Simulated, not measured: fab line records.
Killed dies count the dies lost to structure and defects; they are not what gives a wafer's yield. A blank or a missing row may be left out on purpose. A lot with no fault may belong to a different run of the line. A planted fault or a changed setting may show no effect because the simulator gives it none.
Chamber matching :: flow nand_harc :: rie_diel-08 running NHARC_A_STAIRCASE_STRIP_476: 4 sister chambers
The step strips in O2, time 20 s. 4 wafers are shown with their chamber, then 8 later ones without.

== EACH WAFER AND ITS CHAMBER ==
wafer: L087.5
chamber: 2
drypump_motor_current_A (A): 6.0

wafer: L086.5
chamber: 0
drypump_motor_current_A (A): 5.9

wafer: L090.1
chamber: 1
drypump_motor_current_A (A): 6.5

wafer: L094.1
chamber: 3
drypump_motor_current_A (A): 6.0

== WAFERS WITHOUT THEIR CHAMBER ==
wafer: L094.3
drypump_motor_current_A (A): 5.8

wafer: L094.6
drypump_motor_current_A (A): 5.8

wafer: L095.4
drypump_motor_current_A (A): 5.9

wafer: L095.5
drypump_motor_current_A (A): 6.0

wafer: L095.6
drypump_motor_current_A (A): 6.1

wafer: L096.1
drypump_motor_current_A (A): 6.0

wafer: L096.2
drypump_motor_current_A (A): 6.5

wafer: L096.5
drypump_motor_current_A (A): 6.1

== EACH ONE'S CHAMBER ==
wafer: L094.3
from the rows above: can't be placed: 0 or 2 or 3
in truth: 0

wafer: L094.6
from the rows above: can't be placed: 0 or 2 or 3
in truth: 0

wafer: L095.4
from the rows above: can't be placed: 0 or 2 or 3
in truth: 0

wafer: L095.5
from the rows above: can't be placed: 2 or 3 or 0
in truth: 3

wafer: L095.6
from the rows above: can't be placed: 2 or 3 or 0
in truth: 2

wafer: L096.1
from the rows above: can't be placed: 2 or 3 or 0
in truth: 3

wafer: L096.2
from the rows above: 1
in truth: 1

wafer: L096.5
from the rows above: can't be placed: 2 or 3 or 0
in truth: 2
Correct placement for 1 of the 8. Cannot be placed on the basis of these rows: 7; the candidates contain the true chamber in 7. Placed wrongly: 0.
How it was worked out, from the rows above alone: a wafer's distance from a chamber is the root of the sum, over the readings, of the square of ((its reading less the chamber's mean) divided by the reading's scatter). The wafer belongs to the nearest chamber; if the next one is less than 2 further off, it can't be placed. The mean given for a chamber averages the wafers shown for that chamber. The scatter (one wafer shown for each chamber): square how far every hidden wafer sits from the nearest shown wafer, average those squares and take the square root.
